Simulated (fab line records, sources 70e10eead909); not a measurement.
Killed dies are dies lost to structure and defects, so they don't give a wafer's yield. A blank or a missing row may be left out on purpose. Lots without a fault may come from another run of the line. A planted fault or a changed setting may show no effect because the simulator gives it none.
fab line records | flow nand_harc
record lots=6 wafers=18 last_day=33
route steps=1302 shown A_CONTACT@1048 END@1302
lots that met no fault: from a run of the same line without faults
start_h: hours from the record's first day to the start of the lot's first wafer shown | wait_h: hours since the lot's step before | " the same as in the row above | L1.1+2: a row that stands for several wafers | - no value, or no start given | * or withheld: withheld | < > ~ a bound
route shown NAME@n: a module of which the file shows steps, and the number in the route of the first | usual: mean/standard deviation of fault-free wafers | same: alike in all rows | chamber/n: place in a boat | sites: the reading at each site | _std_site: their standard deviation | _edge_site: outer sites' mean less inner sites' | radius_mm: how far each site lies from the wafer's centre | mask NAME#n: copy n | behind: the tool/chamber that last shaped the wafer | hold: why the lot was held/for how many hours/how that ended | device: the transistor (n, p or np) that didn't switch | end of line: the same wafers' tests at the end of the route | a step without rows: its recipe alone | killed: dies lost to structure and defects at the first sort, not the wafer's yield | map: a wafer's dies, x killed, . not, _ none there
set.NAME: the setting as run; set.NAME@STEP: as run at that earlier step | model.NAME: the simulator's own value behind a step, which no gauge read
lots at some steps of the route; a table a step, a row a wafer
services: from which hour (start_h, from the record's first day; less than 0 if before it) a tool's chamber was out of use, for how many hours, and why
## steps
# step NHARC_A_CONTACT_ETCH_125
# recipe source_w=withheld pressure_mtorr=20 bias_v=3000 time_s=197 target_depth_a=19180 ar_flow_sccm=withheld c4f8_flow_sccm=withheld o2_flow_sccm=withheld chemistry=C4F8/O2/Ar
# step NHARC_A_CONTACT_ETCH_126
# recipe source_w=withheld pressure_mtorr=20 bias_v=3000 time_s=197 target_depth_a=19180 ar_flow_sccm=withheld c4f8_flow_sccm=withheld o2_flow_sccm=withheld chemistry=C4F8/O2/Ar
# step NHARC_A_CONTACT_ETCH_127
# recipe source_w=withheld pressure_mtorr=20 bias_v=3000 time_s=197 target_depth_a=19180 ar_flow_sccm=withheld c4f8_flow_sccm=withheld o2_flow_sccm=withheld chemistry=C4F8/O2/Ar
# same time_s=197
# columns lot.wafer tool chamber start_h wait_h rf_hours_counter_h
L371.1 har_cap_etch-03 1 524.99 0.2 49
L371.3 " 0 " " -
L371.5 " 1 " " -
L375.2 har_cap_etch-03 0 565.65 0.1 57
L375.4 " 0 " " -
L375.5 " 1 " " -
L379.1 har_cap_etch-03 0 610.01 0.1 64
L379.2 " 1 " " 64
L379.4 " 0 " " -
L383.2 har_cap_etch-01 1 639.81 0.1 21
L383.5 " 1 " " -
L383.6 " 0 " " -
L390.2 har_cap_etch-03 1 729.06 0.1 86
L390.6 " 1 " " -
L390.5 " 0 " " -
L391.1 har_cap_etch-02 1 736.21 0.1 126
L391.3 " 1 " " -
L391.6 " 1 " " -
# step NHARC_A_CONTACT_ETCH_128
# recipe source_w=withheld pressure_mtorr=20 bias_v=3000 time_s=197 target_depth_a=19180 ar_flow_sccm=withheld c4f8_flow_sccm=withheld o2_flow_sccm=withheld chemistry=C4F8/O2/Ar
# step NHARC_A_CONTACT_ETCH_129
# recipe source_w=withheld pressure_mtorr=20 bias_v=3000 time_s=197 target_depth_a=19180 ar_flow_sccm=withheld c4f8_flow_sccm=withheld o2_flow_sccm=withheld chemistry=C4F8/O2/Ar
# step NHARC_A_CONTACT_ETCH_130
# recipe source_w=withheld pressure_mtorr=20 bias_v=3000 time_s=197 target_depth_a=19180 ar_flow_sccm=withheld c4f8_flow_sccm=withheld o2_flow_sccm=withheld chemistry=C4F8/O2/Ar
# step NHARC_A_CONTACT_ETCH_131
# recipe source_w=withheld pressure_mtorr=20 bias_v=3000 time_s=197 target_depth_a=19180 ar_flow_sccm=withheld c4f8_flow_sccm=withheld o2_flow_sccm=withheld chemistry=C4F8/O2/Ar
# step NHARC_A_CONTACT_ETCH_132
# recipe source_w=withheld pressure_mtorr=20 bias_v=3000 time_s=197 target_depth_a=19240 ar_flow_sccm=withheld c4f8_flow_sccm=withheld o2_flow_sccm=withheld chemistry=C4F8/O2/Ar
# step NHARC_A_CONTACT_ETCH_133
# recipe source_w=withheld pressure_mtorr=20 bias_v=400 time_s=374 target_depth_a=16100 ar_flow_sccm=withheld c4f8_flow_sccm=11.5 o2_flow_sccm=7.2 chemistry=C4F8/O2/Ar
# same time_s=374
# columns lot.wafer tool chamber start_h wait_h rf_hours_counter_h
L371.1 har_cap_etch-03 1 526.47 0.3 50
L371.3 " 0 " " -
L371.5 " 1 " " -
L375.2 har_cap_etch-03 0 566.70 0.1 58
L375.4 " 0 " " -
L375.5 " 1 " " -
L379.1 har_cap_etch-03 0 611.08 0.1 65
L379.2 " 1 " " 65
L379.4 " 0 " " -
L383.2 har_cap_etch-01 1 640.88 0.2 22
L383.5 " 1 " " -
L383.6 " 0 " " -
L390.2 har_cap_etch-03 1 730.12 0.1 87
L390.6 " 1 " " -
L390.5 " 0 " " -
L391.1 har_cap_etch-02 1 737.27 0.1 127
L391.3 " 1 " " -
L391.6 " 1 " " -
# step NHARC_A_CONTACT_ETCH_91
# recipe target_depth_a=400 over_etch_frac=0.5 time_s=85.7 ion_energy_ev=120 ch3f_flow_sccm=50 o2_flow_sccm=30 ar_flow_sccm=200 rf_w=500 bias_w=100 chemistry=CH3F/O2
# usual drypump_motor_current_A=5.7/0.49 oes_product_au=0.95/0.034 rf_vpp_V=243.9/1.6 showerhead_plenum_p_Torr=2.43/0.097 throttle_valve_pct=20.663/0.0084
# same time_s=85.7
# columns lot.wafer tool chamber start_h wait_h drypump_motor_current_A oes_product_au rf_hours_counter_h rf_vpp_V showerhead_plenum_p_Torr throttle_valve_pct
L371.1 rie_diel-11 2 527.35 0.8 5.3 0.93 26 243.5 2.36 20.679
L371.3 " 3 " " 6.2 0.91 28 245.9 2.62 20.665
L371.5 " 0 " " 6.0 0.92 - 246.7 2.60 20.653
L375.2 rie_diel-04 0 567.48 0.7 5.5 0.93 4 243.5 2.39 20.663
L375.4 " 2 " " 5.7 0.95 4 242.6 2.43 20.672
L375.5 " 0 " " 5.5 0.92 - 244.5 2.39 20.675
L379.4 rie_diel-04 1 611.86 0.6 5.2 0.92 11 242.1 2.32 20.650
L379.2 " 3 " " 5.7 0.92 13 244.2 2.43 20.679
L379.1 " 0 " " 5.5 0.92 11 242.1 2.39 20.655
L383.2 rie_diel-04 0 641.68 0.7 5.5 0.91 15 243.5 2.39 20.667
L383.6 " 3 " " 5.7 0.92 - 243.3 2.43 20.656
L383.5 " 0 " " 5.5 0.92 - 243.8 2.39 20.677
L390.2 rie_diel-13 0 730.90 0.7 6.5 0.92 7 243.1 2.36 20.662
L390.6 " 0 " " 6.5 0.93 - 242.4 2.36 20.668
L390.5 " 1 " " 4.8 0.92 - 244.5 2.35 20.676
L391.3 rie_diel-04 2 738.06 0.6 5.7 0.99 1 243.6 2.42 20.656
L391.1 " 3 " " 5.7 1.00 1 243.2 2.43 20.656
L391.6 " 3 " " 5.7 1.00 - 244.4 2.43 20.678
# step NHARC_A_CONTACT_ETCH_97
# recipe target_depth_a=200 over_etch_frac=0.5 time_s=10 ion_energy_ev=250 c4f6_flow_sccm=25 o2_flow_sccm=20 ar_flow_sccm=500 rf_w=600 bias_w=500 chemistry=C4F6/O2
# step NHARC_A_CONTACT_CD_MEAS_80
# usual cd_nm=289.5/0.85
# columns lot.wafer tool chamber start_h wait_h cd_nm
L371.1 cd_sem-03 - 527.59 - 290.3
L371.3 " - " " 290.6
L371.5 " - " " 289.9
L375.2 cd_sem-02 - 567.70 - 289.8
L375.4 " - " " 290.0
L375.5 " - " " 290.2
L379.1 cd_sem-01 - 612.08 - 288.4
L379.2 " - " " 288.9
L379.4 " - " " 288.0
L383.2 cd_sem-03 - 641.89 - 289.7
L383.5 " - " " 289.5
L383.6 " - " " 290.1
L390.2 cd_sem-01 - 731.12 - 289.8
L390.5 " - " " 289.8
L390.6 " - " " 289.0
L391.1 cd_sem-02 - 738.27 - 289.2
L391.3 " - " " 289.0
L391.6 " - " " 288.8
# step NHARC_A_CONTACT_STRIP_103
# recipe n2_flow_sccm=150 h2_flow_sccm=150 ar_flow_sccm=0 bias_w=0 chemistry=N2/H2
# columns lot.wafer tool chamber start_h wait_h
L371.1+3+5 rie_diel-04 2,3,3 527.68 0.1
L375.2+4+5 rie_diel-04 3,0,2 567.78 0.1
L379.1+2+4 rie_diel-04 3,0,1 612.16 0.1
L383.2+5+6 rie_diel-04 0,3,0 641.97 0.1
L390.2+6+5 rie_diel-04 3,2,3 731.20 0.1
L391.3+1+6 rie_diel-04 0,1,1 738.35 0.1
# step NHARC_A_CONTACT_STRIP_104
# recipe cf4_flow_sccm=100 chf3_flow_sccm=30 ar_flow_sccm=0 bias_w=0 chemistry=CF4/CHF3
# step NHARC_A_CONTACT_STRIP_105
# recipe o2_flow_sccm=400 cos_flow_sccm=20 ar_flow_sccm=0 bias_w=0 chemistry=O2/COS
# step NHARC_A_CONTACT_ETCH_106
# recipe target_depth_a=900 overetch_a=90 time_s=49.5 ion_energy_ev=100 cf4_flow_sccm=80 o2_flow_sccm=20 ar_flow_sccm=0 rf_w=300 bias_w=100 chemistry=CF4/O2
# step NHARC_A_CONTACT_STRIP_82
# recipe o2_flow_sccm=500 ar_flow_sccm=0 bias_w=0 chemistry=O2
# step NHARC_A_CONTACT_STRIP_83
# recipe time_s=600 temp_c=30 chemistry=post_etch_residue_remover
# step NHARC_A_CONTACT_DEP_84
# recipe target_thk_a=28000 temp_c=400 material=aC
# step NHARC_A_CONTACT_DEP_85
# recipe target_thk_a=600 target_thk_nm=60 temp_c=400 pressure_torr=3.5 flow_sccm=200 rf_w=350 material=SiON
# step NHARC_A_CONTACT_DEHYDRATE_00
# recipe temp_c=150 time_s=120
# step NHARC_A_CONTACT_HMDS_01
# recipe time_s=30
# step NHARC_A_CONTACT_COAT_86
# recipe temp_c=260 time_s=75
# step NHARC_A_CONTACT_COAT_87
# recipe temp_c=225 time_s=65
# step NHARC_A_CONTACT_COAT_02
# recipe spin_rpm=1500 resist_thk_nm=90
# step NHARC_A_CONTACT_SOFTBAKE_03
# recipe temp_c=105 time_s=55
# step NHARC_A_CONTACT_EBR_04
# step NHARC_A_CONTACT_EXPOSE_05
# recipe na=1.35 sigma_outer=0.8 dose_mj=84.24 mask_id=A_CC
# step NHARC_A_CONTACT_PEB_06
# recipe peb_temp_c=100 peb_time_s=65
# step NHARC_A_CONTACT_DEVELOP_07
# recipe develop_time_s=35 dev_temp_c=23
# step NHARC_A_CONTACT_CD_MEAS_08
# recipe target_cd_nm=200 landing_energy_ev=500
# usual cd_nm=200.1/0.48
# columns lot.wafer tool chamber start_h wait_h cd_nm
L371.1 cd_sem-03 0 531.73 - 200.3
L371.3 " 0 " " 200.7
L371.5 " 0 " " 199.6
L375.2 cd_sem-02 0 571.18 - 200.6
L375.4 " 0 " " 200.6
L375.5 " 0 " " 200.3
L379.1 cd_sem-01 0 619.58 - 200.1
L379.2 " 0 " " 200.8
L379.4 " 0 " " 200.2
L383.2 cd_sem-01 0 645.38 - 199.8
L383.5 " 0 " " 199.8
L383.6 " 0 " " 200.0
L390.2 cd_sem-02 0 734.56 - 199.6
L390.5 " 0 " " 200.2
L390.6 " 0 " " 199.9
L391.1 cd_sem-01 0 745.24 - 200.8
L391.3 " 0 " " 200.4
L391.6 " 0 " " 200.3
# step NHARC_A_CONTACT_OVL_MEAS_09
# usual overlay_x_nm=0.5/0.67 overlay_y_nm=0.0/0.97
# columns lot.wafer tool chamber start_h wait_h overlay_x_nm overlay_y_nm
L371.1 overlay-01 - 531.82 - -0.3 1.6
L371.3 " - " " -0.2 1.1
L371.5 " - " " 0.1 1.6
L375.2 overlay-02 - 571.26 - 0.4 0.0
L375.4 " - " " 0.2 -0.4
L375.5 " - " " 1.0 -0.6
L379.1 overlay-02 - 619.67 - 0.0 -0.8
L379.2 " - " " -0.3 -1.3
L379.4 " - " " -0.2 -0.7
L383.2 overlay-02 - 645.47 - 0.4 -2.2
L383.5 " - " " 0.7 -1.3
L383.6 " - " " 0.6 -1.8
L390.2 overlay-02 - 734.65 - 0.2 -0.3
L390.5 " - " " 0.6 0.2
L390.6 " - " " 0.7 -0.2
L391.1 overlay-01 - 745.33 - 0.3 -1.0
L391.3 " - " " 0.3 -0.4
L391.6 " - " " 0.4 -0.5
# step NHARC_A_CONTACT_DESCUM_13
# recipe time_s=3 o2_flow_sccm=200 ar_flow_sccm=0 bias_power_w=0 chemistry=O2
# step NHARC_A_CONTACT_ETCH_88
# recipe target_depth_a=390 over_etch_frac=0.3 time_s=65 ion_energy_ev=80 cf4_flow_sccm=150 ar_flow_sccm=0 rf_w=300 bias_w=100 chemistry=CF4
# step NHARC_A_CONTACT_ETCH_89
# recipe target_depth_a=2600 over_etch_frac=0.3 time_s=475.3 ion_energy_ev=200 n2_flow_sccm=150 h2_flow_sccm=150 ar_flow_sccm=0 rf_w=400 bias_w=150 chemistry=N2/H2
# usual drypump_motor_current_A=5.6/0.39 oes_product_au=1.002/0.0099 rf_vpp_V=429.4/2.1 showerhead_plenum_p_Torr=2.00/0.069 throttle_valve_pct=14.171/0.0097
# same time_s=475.3
# columns lot.wafer tool chamber start_h wait_h drypump_motor_current_A oes_product_au rf_hours_counter_h rf_vpp_V showerhead_plenum_p_Torr throttle_valve_pct
L371.3 rie_diel-11 0 532.15 - 5.9 1.003 32 436.1 2.17 14.167
L371.1 " 1 " " 6.3 0.989 29 430.2 2.00 14.186
L371.5 " 0 " " 6.0 0.993 - 435.4 2.17 14.171
L375.2 rie_diel-04 1 - - 5.2 0.987 5 428.0 1.92 14.170
L375.4 " 2 " " 5.7 1.005 5 429.2 2.01 14.176
L375.5 " 0 " " 5.4 0.993 - 428.1 1.98 14.174
L379.2 rie_diel-04 2 - - 5.7 1.013 11 430.1 2.01 14.171
L379.1 " 0 " " 5.5 0.991 11 429.2 1.98 14.165
L379.4 " 1 " " 5.2 1.007 12 427.6 1.92 14.162
L383.2 rie_diel-13 3 - - 5.3 1.013 45 433.7 2.18 14.167
L383.6 " 1 " " 4.8 1.004 - 429.4 1.95 14.193
L383.5 " 3 " " 5.2 1.005 - 434.0 2.18 14.164
L390.2 rie_diel-11 1 - - 6.3 1.001 36 430.2 1.98 14.174
L390.6 " 0 " " 6.0 1.005 - 433.4 2.14 14.160
L390.5 " 1 " " 6.3 1.002 - 430.8 1.98 14.166
L391.1 rie_diel-04 3 - - 5.7 0.993 2 430.2 2.01 14.163
L391.3 " 1 " " 5.2 0.987 3 426.6 1.91 14.176
L391.6 " 3 " " 5.7 1.003 - 429.4 2.01 14.171
# step NHARC_A_CONTACT_ETCH_30
# recipe target_depth_a=726 time_s=36.3 cf4_flow_sccm=100 chf3_flow_sccm=30 ar_flow_sccm=0 rf_w=500 bias_w=200 chemistry=CF4/CHF3
# step NHARC_A_CONTACT_ETCH_31
# recipe target_depth_a=28000 over_etch_frac=0.3 time_s=728 ion_energy_ev=150 o2_flow_sccm=400 cos_flow_sccm=20 ar_flow_sccm=0 rf_w=500 bias_w=300 chemistry=O2/COS
# step NHARC_A_CONTACT_ETCH_134
# recipe source_w=withheld pressure_mtorr=20 bias_v=withheld time_s=140 target_depth_a=7000 ar_flow_sccm=withheld c4f8_flow_sccm=withheld o2_flow_sccm=withheld chemistry=C4F8/O2/Ar
# step NHARC_A_CONTACT_ETCH_135
# recipe source_w=withheld pressure_mtorr=20 bias_v=1200 time_s=311 target_depth_a=19120 ar_flow_sccm=withheld c4f8_flow_sccm=withheld o2_flow_sccm=withheld chemistry=C4F8/O2/Ar
# step NHARC_A_CONTACT_ETCH_136
# recipe source_w=withheld pressure_mtorr=20 bias_v=1200 time_s=311 target_depth_a=19120 ar_flow_sccm=withheld c4f8_flow_sccm=withheld o2_flow_sccm=withheld chemistry=C4F8/O2/Ar
# step NHARC_A_CONTACT_ETCH_137
# recipe source_w=withheld pressure_mtorr=20 bias_v=1200 time_s=311 target_depth_a=19120 ar_flow_sccm=withheld c4f8_flow_sccm=withheld o2_flow_sccm=withheld chemistry=C4F8/O2/Ar
# same time_s=311
# columns lot.wafer tool chamber start_h wait_h rf_hours_counter_h
L371.1 har_cap_etch-03 1 534.01 0.2 52
L371.3 " 1 " " -
L371.5 " 1 " " -
L375.2 har_cap_etch-02 0 573.45 0.2 98
L375.4 " 1 " " -
L375.5 " 0 " " -
L379.2 har_cap_etch-03 0 621.63 0.2 66
L379.1 " 1 " " 66
L379.4 " 0 " " -
L383.2 har_cap_etch-02 1 647.75 0.2 111
L383.5 " 0 " " -
L383.6 " 1 " " -
L390.2 har_cap_etch-01 0 737.03 0.3 41
L390.6 " 1 " " -
L390.5 " 0 " " -
L391.1 har_cap_etch-01 0 747.34 0.2 42
L391.3 " 0 " " -
L391.6 " 1 " " -
# step NHARC_END_SORT_01
# recipe temp_c=25
# usual killed_at_array=55/20 killed_at_other=0.7/0.96 killed_at_periphery=4.1/2.4 killed_dies=60/20 killed_open=3.3/1.9 killed_short=2.8/1.6
# same gross_dies=677
# columns lot.wafer tool chamber start_h wait_h killed_at_array killed_at_other killed_at_periphery killed_dies killed_open killed_short
L390.2 prober-01 0 783.52 2.8 137 0 3 140 2 3
L390.5 prober-01 0 785.92 3.7 96 1 4 101 4 3
L390.6 prober-01 0 786.73 4.0 137 0 5 142 3 6
L391.1 prober-01 0 798.23 2.5 143 0 2 145 0 2
L391.3 prober-01 0 799.82 3.1 124 0 3 127 3 1
L391.6 prober-01 0 802.19 4.0 137 0 3 140 3 2
# killed by level:class
L390.2 A_CONTACT:unspecified=46 A_CHANNEL_HOLE_D2:chamber_film_flake=37 A_SLIT:chamber_film_flake=28 A_CONTACT:chamber_film_flake=12 A_STAIRCASE:chamber_film_flake=5 P_ZERO_WELL:chamber_film_flake=2 A_WL_FILL:chamber_film_flake=2 A_ONON_D1:geometric_particle:open=1
L390.5 A_CONTACT:unspecified=47 A_CHANNEL_HOLE_D2:chamber_film_flake=16 A_SLIT:chamber_film_flake=16 A_CONTACT:chamber_film_flake=4 A_WL_FILL:geometric_particle:open=2 P_M2:chamber_film_flake=2 P_ZERO_WELL:geometric_particle:open=1 A_SOURCE_PLATE:geometric_particle:short=1
L390.6 A_CONTACT:unspecified=70 A_CHANNEL_HOLE_D2:chamber_film_flake=34 A_SLIT:chamber_film_flake=19 A_STAIRCASE:chamber_film_flake=4 P_ZERO_WELL:chamber_film_flake=3 A_CONTACT:chamber_film_flake=3 P_GATE:geometric_particle:short=1 P_GATE:geometric_particle:open=1
L391.1 A_CONTACT:unspecified=77 A_CHANNEL_HOLE_D2:chamber_film_flake=26 A_CHANNEL_HOLE_D1:chamber_film_flake=20 A_SLIT:chamber_film_flake=8 A_SGD_CUT:chamber_film_flake=5 A_STAIRCASE:chamber_film_flake=3 P_M0:chamber_film_flake=2 A_CHANNEL_HOLE_D2:geometric_particle:short=1
L391.3 A_CONTACT:unspecified=78 A_CHANNEL_HOLE_D2:chamber_film_flake=15 A_CHANNEL_HOLE_D1:chamber_film_flake=9 A_STAIRCASE:chamber_film_flake=7 A_SLIT:chamber_film_flake=5 A_CONTACT:chamber_film_flake=4 A_CHANNEL_FILL_D2:geometric_particle:open=2 P_GATE:geometric_particle:open=1
L391.6 A_CONTACT:unspecified=83 A_CHANNEL_HOLE_D2:chamber_film_flake=24 A_CHANNEL_HOLE_D1:chamber_film_flake=7 A_SLIT:chamber_film_flake=7 A_CONTACT:chamber_film_flake=7 A_CONTACT:geometric_particle:open=2 A_STAIRCASE:chamber_film_flake=2 P_M0:geometric_particle:open=1
# map L390.6 (x killed, . not)
____________.____________
_________......._________
_______..........._______
______.............______
_____.......x......._____
____........x.x......____
____........xxxx..x..____
___.......x.xxxxx..x..___
___........xxxxxx.....___
__.........xxxxxxx.....__
__..........xxxxx.x.x..__
_..........x.xxxx...x..._
_.........xxxxxxx......._
_...........xxxxx.....x._
_...........xx.x...x...._
_.......xx....x........._
.........................
................x........
..............x..........
...................x.....
...............x.........
_...........xxxxxxxx...._
_........x..xxxxxxx....._
_...........xxxxxxx.x..._
_......x..x.xxxxxxx...x._
_..........xxxxxxxxx..x._
__..........xxxxxxx....__
__....x.x.x..xxxxx.....__
___.........xxxxxxx...___
___..........xxxxxx...___
____...........x.xx..____
____........x....x...____
_____..............._____
______.............______
_______..........._______
_________......._________
____________.____________
# map L391.1 (x killed, . not)
____________.____________
_________......._________
_______..........._______
______........x....______
_____.x..xx....x...._____
____xxx....x.........____
____xxxx..xxxxx......____
___xxxx........x......___
___xx.x...x.xxxx......___
__x.xx.......xx........__
__xx..x.....x..x.......__
_...xxx....x.x.........._
_..x.x.....xxx.xx......._
_...........x...x......._
_......x...x............_
_x..x.........x........._
.....x.................x.
.x......x................
...x.....................
.....x...................
.........................
_...............x......._
_.............xxx..x...._
_............xxxxx......_
_...........xxxxxxxx...._
_.......x....xxxxxxxx..._
__...x.......xxxxxx....__
__.........xxxxxxxxxx..__
___..........xxxxxxxx.___
___..........xxxxxx...___
____.......xx.xxxx.x.____
____.........xxxxxxx.____
_____.........xxxx.._____
______.........xx..______
_______........x.._______
_________......._________
____________.____________
## services
# columns tool chamber start_h hours kind
rie_diel-04 0 511.85 - clean
rie_diel-04 1 511.85 - clean
rie_diel-04 2 511.85 - clean
rie_diel-04 3 511.85 - clean
rie_diel-04 - 516.83 0.2 repair
rie_diel-13 - 520.02 9.0 pm
rie_diel-04 0 532.07 9.0 vent_cycle
rie_diel-04 1 532.07 9.0 vent_cycle
rie_diel-04 3 532.07 9.0 vent_cycle
rie_diel-04 0 541.07 - clean
har_cap_etch-02 - 544.62 0.4 repair
rie_diel-11 0 544.89 2.9 repair
har_cap_etch-03 - 586.65 1.4 repair
rie_diel-04 0 592.26 5.9 repair
rie_diel-04 - 606.46 0.9 repair
rie_diel-11 - 609.72 9.0 pm
rie_diel-13 2 637.12 12.7 repair
rie_diel-11 1 656.74 4.0 repair
rie_diel-13 - 697.13 9.0 pm
rie_diel-04 - 709.19 9.0 pm
rie_diel-11 3 724.71 9.8 repair
rie_diel-11 2 735.21 6.5 repair
rie_diel-04 - 739.98 1.1 repair
rie_diel-13 0 744.17 6.3 repair
## key
first_sign step=NHARC_END_SORT_01 reading=killed_at_array direction=up sigmas=3.7 usual=55 struck=129
effect step=NHARC_END_SORT_01 reading=killed_dies direction=up sigmas=3.7 usual=60 struck=132
more_kills_born_at NHARC_A_CONTACT_STRIP_103@rie_diel-04=397
met_at NHARC_A_CONTACT_STRIP_103
struck_wafers L390.2,L390.5,L390.6,L391.1,L391.3,L391.6
tester_left_out L390,L391
onset_between 641.97 731.20
also_fits time
fault kind=chamber_particle_source tool=rie_diel-04 chamber=- onset_h=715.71 steps=NHARC_A_CONTACT_STRIP_103 rate_per_visit_cm2=0.62454 end_h=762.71
# tester_left_out: of these lots the tester's yield and bins aren't shown, on N5 and GAA mostly nor the transistor test; their killed dies are dies lost to structure and defects alone, not to doping, threshold or leakage, so they don't give the yield
